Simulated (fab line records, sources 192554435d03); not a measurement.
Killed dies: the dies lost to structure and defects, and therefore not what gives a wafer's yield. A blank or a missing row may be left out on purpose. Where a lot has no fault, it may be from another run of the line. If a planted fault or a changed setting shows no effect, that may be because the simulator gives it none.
A single fault, viewed from 2 desks    flow n5_finfet    what lay behind the numbers comes last; until then each desk has only its own

== THE TOOL OWNER'S DESK: rie_diel-05 ==
The tool's own readings at N5_BEOL_M6_STRIP_36 (strips in N2/H2): means of the sampled wafers that have a number, for each lot that ran on this tool. Any lot whose mean is over 4 standard deviations away from the usual mean is out of limits and marked OUT; that distance is given in the brackets.
Columns: A = bias_power_w at N5_BEOL_M6_STRIP_36, usual 7.003 W; B = chamber_pressure_mTorr at N5_BEOL_M6_STRIP_36, usual 20.00 mTorr; C = drypump_motor_current_A at N5_BEOL_M6_STRIP_36, usual 5.7 A; D = oes_product_au at N5_BEOL_M6_STRIP_36, usual 0.79 a.u.; E = rf_vpp_V at N5_BEOL_M6_STRIP_36, usual 58.9 V; F = showerhead_plenum_p_Torr at N5_BEOL_M6_STRIP_36, usual 2.56 Torr; G = throttle_valve_pct at N5_BEOL_M6_STRIP_36, usual 23.59 %
lot   first seen here  A      B      C    D     E     F     G
L765  day 12 04:05     7.008  20.01  6.0  0.84  58.7  2.60  23.58
L764  day 12 06:53     7.000  20.04  6.3  0.91  58.9  2.55  23.45
L766  day 12 20:42     6.999  20.01  6.0  0.84  58.9  2.60  23.59
This desk's finding: nothing out of limits on any of the 3 lots.

== THE METROLOGY DESK ==
What the gauges read for every lot (on any tool): the sampled wafers with a number, averaged. Any lot whose mean is over 4 standard deviations away from the usual mean is out of limits and marked OUT; that distance is given in the brackets. Shown here are 7 of its 11 readings, the ones lying furthest out on some lot.
Columns: A = DIBL_N at N5_BEOL_M4_RC_MEAS_101, usual 35.8 mV/V; B = DIBL_P at N5_BEOL_M4_RC_MEAS_101, usual 36.0 mV/V; C = ION_N at N5_BEOL_M4_RC_MEAS_101, usual 673 uA/um; D = ION_P at N5_BEOL_M4_RC_MEAS_101, usual 462 uA/um; E = SS_N at N5_BEOL_M4_RC_MEAS_101, usual 71.4 mV/dec; F = SS_P at N5_BEOL_M4_RC_MEAS_101, usual 73.2 mV/dec; G = cd_nm at N5_BEOL_M6_CD_MEAS_18, usual 40.1 nm
lot   first seen here  A     B     C    D    E     F     G
L754  day 9 00:14      38.1  37.6  681  466  71.9  73.7  40.6
L760  day 10 08:57     35.6  36.2  682  466  71.4  72.9  40.7
L763  day 11 00:41     34.6  34.1  666  457  71.1  72.5  39.9
L765  day 11 09:40     36.9  37.2  681  467  71.5  73.5  39.5
L764  day 11 11:49     34.5  35.3  675  468  71.4  72.9  40.5
L766  day 12 04:37     36.3  37.2  675  469  71.9  73.6  40.3
L768  day 12 11:53     35.8  36.7  671  459  71.5  73.5  39.0
L770  day 13 01:37     36.2  36.2  670  461  71.4  73.3  39.4
L772  day 13 14:24     38.0  38.7  671  462  71.6  73.9  39.7
This desk's finding: nothing out of limits on any of the 9 lots.

== ALL TOGETHER ==
The tool owner's desk saw nothing out of limits.
Metrology desk: nothing out of limits seen.

== WHAT THE SIMULATOR HAD INSERTED ==
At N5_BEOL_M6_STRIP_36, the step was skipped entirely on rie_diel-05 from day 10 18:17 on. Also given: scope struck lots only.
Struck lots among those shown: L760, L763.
